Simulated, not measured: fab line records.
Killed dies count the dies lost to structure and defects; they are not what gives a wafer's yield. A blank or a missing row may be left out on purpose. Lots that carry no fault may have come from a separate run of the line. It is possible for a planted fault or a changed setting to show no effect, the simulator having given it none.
What tool caused it? | flow nandHarc | 23 lots with 69 wafers sampled at 6 steps, on a route of 1302 steps

WHAT EACH GAUGE READ, for each wafer
The record holds no reading of a measuring or inspecting step that can be judged against a usual standard deviation.

EACH LOT AND THE TOOL THAT RAN IT (in order: tool; ch and the chambers of the sampled wafers; start)
lot  | NHARC_A_STAIRCASE_TRIM_187        | NHARC_A_STAIRCASE_TRIM_196        | NHARC_A_STAIRCASE_ETCH_197                   | NHARC_A_STAIRCASE_ETCH_199                   | NHARC_A_STAIRCASE_TRIM_220        | NHARC_A_STAIRCASE_TRIM_235
L074 | rieDiel-03 ch 0,1,2, day 15 16:52 | rieDiel-03 ch 0,2, day 15 17:59   | rieDiel-03 ch 1,3, day 15 20:43 or earlier   | rieDiel-03 ch 0,2,3, day 15 20:43 or earlier | rieDiel-05 ch 1,2,3, day 15 20:43 | rieDiel-05 ch 2,3, no start
L075 | rieDiel-03 ch 0,2, day 16 00:20   | rieDiel-03 ch 2,3, day 16 01:20   | rieDiel-03 ch 0,3, day 16 04:01 or earlier   | rieDiel-03 ch 1,3, day 16 04:01 or earlier   | rieDiel-02 ch 0,1,3, day 16 04:01 | rieDiel-02 ch 0,2,3, no start
L078 | rieDiel-03 ch 0,2,3, day 17 01:09 | rieDiel-02 ch 0,1,3, day 17 05:00 | rieDiel-02 ch 0,2, day 17 07:41 or earlier   | rieDiel-02 ch 2,3, day 17 07:41 or earlier   | rieDiel-02 ch 1,2,3, day 17 07:41 | rieDiel-02 ch 1,2, no start
L076 | rieDiel-03 ch 0,3, day 17 05:58   | rieDiel-03 ch 2,3, day 17 07:11   | rieDiel-03 ch 0,2,3, day 17 09:57 or earlier | rieDiel-03 ch 0,2, day 17 09:57 or earlier   | rieDiel-03 ch 0,3, day 17 09:57   | rieDiel-05 ch 1,2,3, no start
L079 | rieDiel-03 ch 0,2,3, day 17 11:31 | rieDiel-03 ch 0,2,3, day 17 13:41 | rieDiel-03 ch 0,2,3, day 17 16:42 or earlier | rieDiel-03 ch 0,2,3, day 17 16:42 or earlier | rieDiel-03 ch 0,2,3, day 17 16:42 | rieDiel-03 ch 0,2,3, no start
L080 | rieDiel-03 ch 0,2,3, day 18 07:10 | rieDiel-05 ch 0,3, day 18 08:32   | rieDiel-05 ch 1,2,3, day 18 11:27 or earlier | rieDiel-05 ch 0,2, day 18 11:27 or earlier   | rieDiel-05 ch 1,2, day 18 11:27   | rieDiel-03 ch 0,1, no start
L082 | rieDiel-03 ch 1,2,3, day 18 21:46 | rieDiel-03 ch 0,2,3, day 18 22:50 | rieDiel-03 ch 1,2,3, day 19 01:33 or earlier | rieDiel-03 ch 0,1,3, day 19 01:33 or earlier | rieDiel-03 ch 1,2,3, day 19 01:33 | rieDiel-02 ch 0,2,3, no start
L081 | rieDiel-02 ch 0,2,3, day 18 22:25 | rieDiel-02 ch 2,3, day 18 23:26   | rieDiel-02 ch 1,2, day 19 02:14 or earlier   | rieDiel-02 ch 0,2,3, day 19 02:14 or earlier | rieDiel-05 ch 0,1,3, day 19 02:14 | rieDiel-02 ch 0,2, no start
L085 | rieDiel-02 ch 1,2, day 20 08:54   | rieDiel-02 ch 1,2,3, day 20 11:20 | rieDiel-02 ch 1,3, day 20 14:10 or earlier   | rieDiel-02 ch 0,2,3, day 20 14:10 or earlier | rieDiel-05 ch 2,3, day 20 14:10   | rieDiel-02 ch 0,1,2, no start
L083 | rieDiel-02 ch 0,1,3, day 20 09:04 | rieDiel-05 ch 0,1,3, day 20 11:23 | rieDiel-05 ch 0,1,2, day 20 14:27 or earlier | rieDiel-05 ch 0,1,2, day 20 14:27 or earlier | rieDiel-03 ch 1,2,3, day 20 14:27 | rieDiel-02 ch 0,1,2, no start
L084 | rieDiel-02 ch 1,2, day 20 14:14   | rieDiel-05 ch 0,1, day 20 15:16   | rieDiel-05 ch 0,1,2, day 20 18:04 or earlier | rieDiel-05 ch 1,3, day 20 18:04 or earlier   | rieDiel-05 ch 1,3, day 20 18:04   | rieDiel-03 ch 0,1,2, no start
L086 | rieDiel-05 ch 0,1, day 20 15:03   | rieDiel-03 ch 0,3, day 20 16:17   | rieDiel-03 ch 2,3, day 20 18:49 or earlier   | rieDiel-03 ch 0,1, day 20 18:49 or earlier   | rieDiel-02 ch 2,3, day 20 18:49   | rieDiel-05 ch 0,1,3, no start
L087 | rieDiel-02 ch 0,2,3, day 21 08:34 | rieDiel-03 ch 2,3, day 21 10:20   | rieDiel-03 ch 2,3, day 21 13:35 or earlier   | rieDiel-03 ch 1,3, day 21 13:35 or earlier   | rieDiel-03 ch 0,2, day 21 13:35   | rieDiel-03 ch 0,1,2, no start
L088 | rieDiel-05 ch 0,1,2, day 21 14:48 | rieDiel-05 ch 0,2,3, day 21 15:50 | rieDiel-05 ch 0,1,2, day 21 18:28 or earlier | rieDiel-05 ch 1,2,3, day 21 18:28 or earlier | rieDiel-02 ch 0,2,3, day 21 18:28 | rieDiel-05 ch 0,1,2, no start
L089 | rieDiel-02 ch 0,1,3, day 21 20:04 | rieDiel-05 ch 2,3, day 21 21:06   | rieDiel-05 ch 0,1,3, day 21 23:44 or earlier | rieDiel-05 ch 1,2,3, day 21 23:44 or earlier | rieDiel-05 ch 1,2,3, day 21 23:44 | rieDiel-05 ch 0,3, no start
L090 | rieDiel-05 ch 0,1,2, day 22 15:33 | rieDiel-05 ch 0,1, day 22 16:32   | rieDiel-05 ch 0,1,2, day 22 19:31 or earlier | rieDiel-05 ch 1,2, day 22 19:31 or earlier   | rieDiel-03 ch 0,2,3, day 22 19:31 | rieDiel-03 ch 0,2,3, no start
L092 | rieDiel-05 ch 1,3, day 23 00:07   | rieDiel-03 ch 0,3, day 23 01:16   | rieDiel-03 ch 0,3, day 23 03:56 or earlier   | rieDiel-03 ch 0,2, day 23 03:56 or earlier   | rieDiel-05 ch 0,3, day 23 03:56   | rieDiel-05 ch 1,2,3, no start
L091 | rieDiel-05 ch 0,2, day 23 00:18   | rieDiel-05 ch 0,2,3, day 23 01:28 | rieDiel-05 ch 0,3, day 23 04:07 or earlier   | rieDiel-05 ch 0,2, day 23 04:07 or earlier   | rieDiel-02 ch 1,2,3, day 23 04:07 | rieDiel-03 ch 1,2,3, no start
L093 | rieDiel-02 ch 1,2,3, day 24 02:48 | rieDiel-03 ch 0,1,3, day 24 03:50 | rieDiel-03 ch 1,2,3, day 24 06:29 or earlier | rieDiel-03 ch 0,2,3, day 24 06:29 or earlier | rieDiel-03 ch 1,3, day 24 06:29   | rieDiel-03 ch 0,1, no start
L095 | rieDiel-02 ch 0,1,2, day 24 12:23 | rieDiel-05 ch 0,1,3, day 24 13:52 | rieDiel-05 ch 0,1,3, day 24 16:47 or earlier | rieDiel-05 ch 0,1,3, day 24 16:47 or earlier | rieDiel-02 ch 0,1, day 24 16:47   | rieDiel-03 ch 0,2,3, no start
L094 | rieDiel-02 ch 0,1,2, day 24 12:41 | rieDiel-05 ch 0,1,3, day 24 14:05 | rieDiel-05 ch 0,1, day 24 17:08 or earlier   | rieDiel-05 ch 0,1,3, day 24 17:08 or earlier | rieDiel-03 ch 0,2,3, day 24 17:08 | rieDiel-03 ch 0,1,2, no start
L096 | rieDiel-05 ch 1,2, day 25 01:28   | rieDiel-03 ch 1,2, day 25 04:17   | rieDiel-03 ch 1,2, day 25 07:04 or earlier   | rieDiel-03 ch 0,2,3, day 25 07:04 or earlier | rieDiel-03 ch 0,1,3, day 25 07:04 | rieDiel-03 ch 1,3, no start
L097 | rieDiel-05 ch 1,2, day 25 17:22   | rieDiel-05 ch 2,3, day 25 18:25   | rieDiel-05 ch 0,3, day 25 21:09 or earlier   | rieDiel-05 ch 1,2,3, day 25 21:09 or earlier | rieDiel-03 ch 0,1, day 25 21:09   | rieDiel-03 ch 0,2, no start
- NHARC_A_STAIRCASE_TRIM_187: chemistry O2, time 211.2 s.
- NHARC_A_STAIRCASE_TRIM_196: chemistry O2, time 211.2 s.
- NHARC_A_STAIRCASE_ETCH_197: etches the open film in C4F8/O2, target depth 100 nm, time 40.5 s.
- NHARC_A_STAIRCASE_ETCH_199: etches the open film in C4F8/O2, target depth 100 nm, time 40.5 s.
- NHARC_A_STAIRCASE_TRIM_220: chemistry O2, time 211.2 s.
- NHARC_A_STAIRCASE_TRIM_235: chemistry O2, time 211.2 s.

WHAT THE TOOLS THEMSELVES READ (means of the sampled wafers that have a number; where no wafer has one, the mark that the record gives instead)
NHARC_A_STAIRCASE_TRIM_187. Usual: drypumpMotorCurrentA 6.0 A, standard deviation 0.42; oesProductAu 0.997 a.u., standard deviation 0.0096; rfVppV 57.6 V, standard deviation 0.97; showerheadPlenumPTorr 3.47 Torr, standard deviation 0.13; throttleValvePct 17.037 %, standard deviation 0.0099.
lot  | tool       | drypumpMotorCurrentA (A) | oesProductAu (a.u.) | rfVppV (V) | showerheadPlenumPTorr (Torr) | throttleValvePct (%) | flag
L074 | rieDiel-03 | 6.0                      | 0.992               | 57.8       | 3.51                         | 17.041               | 
L075 | rieDiel-03 | 6.3                      | 0.984               | 59.0       | 3.40                         | 17.035               | 
L078 | rieDiel-03 | 6.2                      | 0.985               | 58.6       | 3.47                         | 17.045               | 
L076 | rieDiel-03 | 5.9                      | 0.989               | 58.0       | 3.56                         | 17.034               | 
L079 | rieDiel-03 | 6.2                      | 0.989               | 56.6       | 3.47                         | 17.042               | 
L080 | rieDiel-03 | 6.2                      | 0.995               | 57.2       | 3.47                         | 17.032               | 
L082 | rieDiel-03 | 6.2                      | 0.991               | 57.6       | 3.48                         | 17.034               | 
L081 | rieDiel-02 | 5.9                      | 1.002               | 57.1       | 3.47                         | 17.042               | 
L085 | rieDiel-02 | 6.0                      | 0.995               | 56.6       | 3.35                         | 17.032               | 
L083 | rieDiel-02 | 5.9                      | 0.999               | 57.9       | 3.49                         | 17.049               | 
L084 | rieDiel-02 | 6.0                      | 1.002               | 57.5       | 3.34                         | 17.045               | 
L086 | rieDiel-05 | 6.6                      | 0.990               | 57.7       | 3.40                         | 17.032               | 
L087 | rieDiel-02 | 6.0                      | 1.013               | 57.4       | 3.46                         | 17.041               | 
L088 | rieDiel-05 | 6.2                      | 1.000               | 57.9       | 3.45                         | 17.037               | 
L089 | rieDiel-02 | 5.9                      | 0.998               | 57.1       | 3.49                         | 17.040               | 
L090 | rieDiel-05 | 6.2                      | 0.992               | 57.3       | 3.45                         | 17.037               | 
L092 | rieDiel-05 | 5.5                      | 1.001               | 57.9       | 3.57                         | 17.040               | 
L091 | rieDiel-05 | 6.4                      | 0.987               | 56.9       | 3.32                         | 17.028               | 
L093 | rieDiel-02 | 6.0                      | 1.003               | 57.2       | 3.39                         | 17.040               | 
L095 | rieDiel-02 | 5.9                      | 1.008               | 57.5       | 3.42                         | 17.035               | 
L094 | rieDiel-02 | 5.9                      | 1.007               | 57.9       | 3.42                         | 17.025               | 
L096 | rieDiel-05 | 6.1                      | 0.991               | 57.2       | 3.56                         | 17.033               | 
L097 | rieDiel-05 | 5.9                      | 0.999               | 57.0       | 3.48                         | 17.032               | 

NHARC_A_STAIRCASE_TRIM_196. Usual: drypumpMotorCurrentA 6.0 A, standard deviation 0.48; oesProductAu 0.996 a.u., standard deviation 0.0091; rfVppV 57.7 V, standard deviation 0.93; showerheadPlenumPTorr 3.48 Torr, standard deviation 0.13; throttleValvePct 17.039 %, standard deviation 0.0097.
lot  | tool       | drypumpMotorCurrentA (A) | oesProductAu (a.u.) | rfVppV (V) | showerheadPlenumPTorr (Torr) | throttleValvePct (%) | flag
L074 | rieDiel-03 | 6.3                      | 1.000               | 58.3       | 3.40                         | 17.034               | 
L075 | rieDiel-03 | 6.4                      | 0.985               | 58.0       | 3.46                         | 17.041               | 
L078 | rieDiel-02 | 5.9                      | 0.999               | 57.0       | 3.51                         | 17.036               | 
L076 | rieDiel-03 | 6.4                      | 0.985               | 57.0       | 3.46                         | 17.044               | 
L079 | rieDiel-03 | 6.2                      | 0.986               | 57.0       | 3.47                         | 17.032               | 
L080 | rieDiel-05 | 6.2                      | 1.011               | 57.0       | 3.38                         | 17.048               | 
L082 | rieDiel-03 | 6.2                      | 0.996               | 57.1       | 3.46                         | 17.045               | 
L081 | rieDiel-02 | 6.1                      | 1.005               | 57.8       | 3.44                         | 17.036               | 
L085 | rieDiel-02 | 6.1                      | 1.004               | 58.2       | 3.40                         | 17.043               | 
L083 | rieDiel-05 | 6.0                      | 1.000               | 57.8       | 3.49                         | 17.039               | 
L084 | rieDiel-05 | 6.5                      | 0.987               | 58.3       | 3.40                         | 17.031               | 
L086 | rieDiel-03 | 5.9                      | 0.992               | 57.6       | 3.55                         | 17.040               | 
L087 | rieDiel-03 | 6.4                      | 0.998               | 58.2       | 3.44                         | 17.035               | 
L088 | rieDiel-05 | 5.9                      | 0.993               | 59.1       | 3.41                         | 17.039               | 
L089 | rieDiel-05 | 5.4                      | 1.002               | 57.8       | 3.50                         | 17.046               | 
L090 | rieDiel-05 | 6.5                      | 0.980               | 57.9       | 3.40                         | 17.042               | 
L092 | rieDiel-03 | 5.9                      | 0.987               | 57.0       | 3.54                         | 17.035               | 
L091 | rieDiel-05 | 5.9                      | 0.997               | 57.2       | 3.41                         | 17.042               | 
L093 | rieDiel-03 | 5.9                      | 0.989               | 57.7       | 3.56                         | 17.038               | 
L095 | rieDiel-05 | 6.0                      | 0.991               | 58.0       | 3.48                         | 17.038               | 
L094 | rieDiel-05 | 6.0                      | 0.990               | 58.4       | 3.48                         | 17.042               | 
L096 | rieDiel-03 | 5.9                      | 1.002               | 57.9       | 3.50                         | 17.032               | 
L097 | rieDiel-05 | 5.6                      | 0.987               | 57.9       | 3.44                         | 17.039               | 

NHARC_A_STAIRCASE_ETCH_197. Usual: oesProductAu 0.943 a.u., standard deviation 0.017; rfVppV 894 V, standard deviation 5.
lot  | tool       | oesProductAu (a.u.) | rfVppV (V) | flag
L074 | rieDiel-03 | 0.932               | 898        | 
L075 | rieDiel-03 | 0.932               | 898        | 
L078 | rieDiel-02 | 0.953               | 895        | 
L076 | rieDiel-03 | 0.928               | 894        | 
L079 | rieDiel-03 | 0.936               | 893        | 
L080 | rieDiel-05 | 0.964               | 897        | 
L082 | rieDiel-03 | 0.938               | 895        | 
L081 | rieDiel-02 | 0.954               | 890        | 
L085 | rieDiel-02 | 0.941               | 894        | 
L083 | rieDiel-05 | 0.915               | 893        | 
L084 | rieDiel-05 | 0.943               | 893        | 
L086 | rieDiel-03 | 0.970               | 891        | 
L087 | rieDiel-03 | 0.953               | 893        | 
L088 | rieDiel-05 | 0.944               | 894        | 
L089 | rieDiel-05 | 0.958               | 895        | 
L090 | rieDiel-05 | 0.938               | 894        | 
L092 | rieDiel-03 | 0.949               | 896        | 
L091 | rieDiel-05 | 0.941               | 889        | 
L093 | rieDiel-03 | 0.975               | 894        | 
L095 | rieDiel-05 | 0.909               | 894        | 
L094 | rieDiel-05 | 0.916               | 891        | 
L096 | rieDiel-03 | 0.948               | 895        | 
L097 | rieDiel-05 | 0.943               | 902        | 

NHARC_A_STAIRCASE_ETCH_199. Usual: oesProductAu 0.942 a.u., standard deviation 0.011; rfVppV 895 V, standard deviation 4.7.
lot  | tool       | oesProductAu (a.u.) | rfVppV (V) | flag
L074 | rieDiel-03 | 0.934               | 893        | 
L075 | rieDiel-03 | 0.937               | 899        | 
L078 | rieDiel-02 | 0.954               | 893        | 
L076 | rieDiel-03 | 0.930               | 892        | 
L079 | rieDiel-03 | 0.932               | 894        | 
L080 | rieDiel-05 | 0.963               | 891        | 
L082 | rieDiel-03 | 0.945               | 898        | 
L081 | rieDiel-02 | 0.938               | 894        | 
L085 | rieDiel-02 | 0.939               | 893        | 
L083 | rieDiel-05 | 0.936               | 894        | 
L084 | rieDiel-05 | 0.944               | 899        | 
L086 | rieDiel-03 | 0.948               | 898        | 
L087 | rieDiel-03 | 0.940               | 899        | 
L088 | rieDiel-05 | 0.938               | 897        | 
L089 | rieDiel-05 | 0.957               | 895        | 
L090 | rieDiel-05 | 0.934               | 897        | 
L092 | rieDiel-03 | 0.949               | 894        | 
L091 | rieDiel-05 | 0.951               | 888        | 
L093 | rieDiel-03 | 0.956               | 893        | 
L095 | rieDiel-05 | 0.932               | 893        | 
L094 | rieDiel-05 | 0.934               | 894        | 
L096 | rieDiel-03 | 0.946               | 893        | 
L097 | rieDiel-05 | 0.935               | 897        | 

NHARC_A_STAIRCASE_TRIM_220. Usual: drypumpMotorCurrentA 6.0 A, standard deviation 0.44; oesProductAu 0.996 a.u., standard deviation 0.0096; rfVppV 57.8 V, standard deviation 0.91; showerheadPlenumPTorr 3.47 Torr, standard deviation 0.13; throttleValvePct 17.038 %, standard deviation 0.0087.
lot  | tool       | drypumpMotorCurrentA (A) | oesProductAu (a.u.) | rfVppV (V) | showerheadPlenumPTorr (Torr) | throttleValvePct (%) | flag
L074 | rieDiel-05 | 5.7                      | 1.000               | 57.9       | 3.56                         | 17.036               | 
L075 | rieDiel-02 | 5.9                      | 1.000               | 58.4       | 3.51                         | 17.041               | 
L078 | rieDiel-02 | 6.0                      | 1.003               | 57.4       | 3.42                         | 17.024               | 
L076 | rieDiel-03 | 5.9                      | 0.997               | 57.2       | 3.56                         | 17.039               | 
L079 | rieDiel-03 | 6.2                      | 0.982               | 57.4       | 3.47                         | 17.036               | 
L080 | rieDiel-05 | 6.1                      | 0.989               | 58.4       | 3.59                         | 17.037               | 
L082 | rieDiel-03 | 6.2                      | 0.991               | 57.6       | 3.48                         | 17.041               | 
L081 | rieDiel-05 | 6.0                      | 0.995               | 58.4       | 3.50                         | 17.044               | 
L085 | rieDiel-05 | 5.4                      | 0.998               | 58.9       | 3.50                         | 17.036               | 
L083 | rieDiel-03 | 6.2                      | 0.997               | 57.4       | 3.48                         | 17.049               | 
L084 | rieDiel-05 | 5.9                      | 0.992               | 58.0       | 3.61                         | 17.031               | 
L086 | rieDiel-02 | 6.1                      | 1.007               | 57.9       | 3.43                         | 17.038               | 
L087 | rieDiel-03 | 6.3                      | 0.997               | 57.3       | 3.38                         | 17.041               | 
L088 | rieDiel-02 | 5.9                      | 1.013               | 57.9       | 3.46                         | 17.034               | 
L089 | rieDiel-05 | 5.8                      | 0.999               | 58.4       | 3.54                         | 17.029               | 
L090 | rieDiel-03 | 6.2                      | 0.990               | 58.6       | 3.45                         | 17.027               | 
L092 | rieDiel-05 | 6.2                      | 0.989               | 57.3       | 3.36                         | 17.034               | 
L091 | rieDiel-02 | 6.0                      | 1.002               | 57.2       | 3.39                         | 17.030               | 
L093 | rieDiel-03 | 5.8                      | 0.998               | 57.7       | 3.58                         | 17.039               | 
L095 | rieDiel-02 | 5.9                      | 0.997               | 57.4       | 3.44                         | 17.032               | 
L094 | rieDiel-03 | 6.2                      | 0.995               | 57.9       | 3.44                         | 17.043               | 
L096 | rieDiel-03 | 5.9                      | 0.986               | 59.1       | 3.55                         | 17.042               | 
L097 | rieDiel-03 | 5.7                      | 0.992               | 58.4       | 3.56                         | 17.043               | 

NHARC_A_STAIRCASE_TRIM_235. Usual: drypumpMotorCurrentA 6.0 A, standard deviation 0.43; oesProductAu 0.994 a.u., standard deviation 0.009; rfVppV 57.7 V, standard deviation 0.81; showerheadPlenumPTorr 3.48 Torr, standard deviation 0.12; throttleValvePct 17.037 %, standard deviation 0.008.
lot  | tool       | drypumpMotorCurrentA (A) | oesProductAu (a.u.) | rfVppV (V) | showerheadPlenumPTorr (Torr) | throttleValvePct (%) | flag
L074 | rieDiel-05 | 5.6                      | 0.997               | 58.3       | 3.48                         | 17.037               | 
L075 | rieDiel-02 | 5.9                      | 0.998               | 58.4       | 3.49                         | 17.030               | 
L078 | rieDiel-02 | 6.0                      | 0.999               | 57.3       | 3.38                         | 17.037               | 
L076 | rieDiel-05 | 5.8                      | 0.997               | 58.7       | 3.55                         | 17.035               | 
L079 | rieDiel-03 | 6.2                      | 0.995               | 57.7       | 3.47                         | 17.042               | 
L080 | rieDiel-03 | 5.7                      | 0.981               | 57.9       | 3.59                         | 17.039               | 
L082 | rieDiel-02 | 5.9                      | 0.999               | 57.2       | 3.47                         | 17.042               | 
L081 | rieDiel-02 | 5.7                      | 1.011               | 57.4       | 3.50                         | 17.038               | 
L085 | rieDiel-02 | 5.8                      | 0.999               | 57.9       | 3.43                         | 17.030               | 
L083 | rieDiel-02 | 5.9                      | 1.004               | 57.5       | 3.43                         | 17.039               | 
L084 | rieDiel-03 | 6.0                      | 0.995               | 57.7       | 3.50                         | 17.035               | 
L086 | rieDiel-05 | 6.0                      | 0.990               | 57.6       | 3.49                         | 17.045               | 
L087 | rieDiel-03 | 6.0                      | 0.988               | 57.4       | 3.49                         | 17.040               | 
L088 | rieDiel-05 | 6.2                      | 0.994               | 57.8       | 3.45                         | 17.040               | 
L089 | rieDiel-05 | 6.2                      | 0.995               | 58.4       | 3.37                         | 17.042               | 
L090 | rieDiel-03 | 6.2                      | 0.993               | 57.3       | 3.45                         | 17.035               | 
L092 | rieDiel-05 | 5.7                      | 0.992               | 57.8       | 3.53                         | 17.042               | 
L091 | rieDiel-03 | 6.2                      | 0.989               | 57.6       | 3.47                         | 17.039               | 
L093 | rieDiel-03 | 5.7                      | 0.989               | 57.9       | 3.57                         | 17.032               | 
L095 | rieDiel-03 | 6.2                      | 0.998               | 57.7       | 3.44                         | 17.033               | 
L094 | rieDiel-03 | 6.0                      | 0.990               | 57.7       | 3.48                         | 17.035               | 
L096 | rieDiel-03 | 5.9                      | 0.993               | 57.9       | 3.57                         | 17.040               | 
L097 | rieDiel-03 | 6.0                      | 0.995               | 57.3       | 3.45                         | 17.035               | 

THE ANSWER, worked out from the rows above alone
Rule: take the mean of a lot's wafers that have a number; if it is more than 3 standard deviations from the usual mean, the lot is off. Also off: a lot with no number at a reading for which 4 or more lots have one. All remaining lots with rows at the step are treated as sound. First the gauges in route order, then the tools' own readings, where a lot's mean is used as printed above. The first step at which some lot is off is used, and at that step the reading that is off furthest; a lot without a number counts as furthest.
Across all readings shown, no lot is off: no conclusion can be drawn from this.

WHAT THE SIMULATOR HAD PUT IN
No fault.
